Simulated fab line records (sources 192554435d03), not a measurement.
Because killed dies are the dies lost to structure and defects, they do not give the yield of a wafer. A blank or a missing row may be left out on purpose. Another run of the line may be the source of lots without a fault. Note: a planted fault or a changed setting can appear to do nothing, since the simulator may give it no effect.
One fault through the eyes of 3 desks / flow n5_finfet / every desk sees just its own numbers, and what lay behind them comes last

AT THE METROLOGY DESK
What the gauges read, lot by lot, whatever tool the lot ran on: means of the sampled wafers that have a number. If a lot's mean is further than 4 standard deviations from the usual mean, the lot is out of limits and carries the mark OUT (the distance appears in the brackets).
Columns: A = M5_OVL at N5_BEOL_M5_OVL_MEAS_12, usual -0.1 nm
lot=L970; first seen here=day 8 05:30; A=-0.5
lot=L969; first seen here=day 8 05:34; A=-0.7
lot=L977; first seen here=day 10 06:20; A=0.2
lot=L975; first seen here=day 10 08:25; A=1.3
lot=L980; first seen here=day 11 00:25; A=0.2
lot=L982; first seen here=day 11 07:05; A=-0.2
lot=L984; first seen here=day 12 07:26; A=0.2
lot=L985; first seen here=day 12 08:38; A=-0.1
lot=L989; first seen here=day 13 02:53; A=0.2
lot=L992; first seen here=day 13 20:03; A=-0.4
This desk found nothing out of limits on any of the 10 lots.

FOR THE TOOL OWNER'S DESK: litho_track-02
The tool's own readings at N5_BEOL_M5_COAT_66 (time 60 s, resist thk 12 nm): means of the sampled wafers that have a number, for each lot that ran on this tool. If a lot's mean is further than 4 standard deviations from the usual mean, the lot is out of limits and carries the mark OUT (the distance appears in the brackets).
Columns: A = spin_speed_rpm at N5_BEOL_M5_COAT_66, usual 1500.1 rpm
lot=L969; first seen here=day 8 06:10; A=1500.2
lot=L975; first seen here=day 10 09:24; A=1500.8
lot=L984; first seen here=day 12 08:00; A=1799.6 (+99 or more) OUT
lot=L985; first seen here=day 12 11:22; A=1799.2 (+99 or more) OUT
lot=L989; first seen here=day 13 03:47; A=1799.9 (+99 or more) OUT
This desk finds L984, L985, L989 out of limits, L984 being first, at day 12 08:00 (spin_speed_rpm at N5_BEOL_M5_COAT_66). Within limits: L969, L975.

THE DEFECT DESK
Inspection counts along the route, by lot: the mean over sampled wafers that carry a number. If a lot's mean is further than 4 standard deviations from the usual mean, the lot is out of limits and carries the mark OUT (the distance appears in the brackets).
Columns: A = raw_defect_count at N5_BEOL_M4_INSPECT_59, usual 70
lot=L969; first seen here=day 8 01:34; A=92
lot=L970; first seen here=day 8 01:37; A=47
lot=L977; first seen here=day 10 03:38; A=58
lot=L975; first seen here=day 10 05:18; A=73
lot=L980; first seen here=day 10 20:01; A=56
lot=L982; first seen here=day 11 04:22; A=45
lot=L984; first seen here=day 12 04:40; A=90
lot=L985; first seen here=day 12 04:53; A=73
lot=L989; first seen here=day 12 22:38; A=50
lot=L992; first seen here=day 13 14:13; A=60
This desk found nothing out of limits on any of the 10 lots.

ALL TOGETHER
An alarm could have come from the tool owner's desk at day 12 08:00, on L984, L985, L989.
Metrology desk: nothing out of limits seen.
No out-of-limits result turned up at the defect desk.
The metrology desk has L984, L985, L989 on record, within its limits.
The defect desk has L984, L985, L989 on record, within its limits.
N5_BEOL_M5_COAT_66 was run on litho_track-02 by each of the lots named.

WHAT WAS PUT IN BY THE SIMULATOR
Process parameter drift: litho_track-02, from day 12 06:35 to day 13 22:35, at N5_BEOL_M5_COAT_66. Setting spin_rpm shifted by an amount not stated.
Struck lots among those shown: L984, L985, L989.
Time in hours from fault onset to the first out-of-limits reading at each desk: the tool owner's desk, 1.
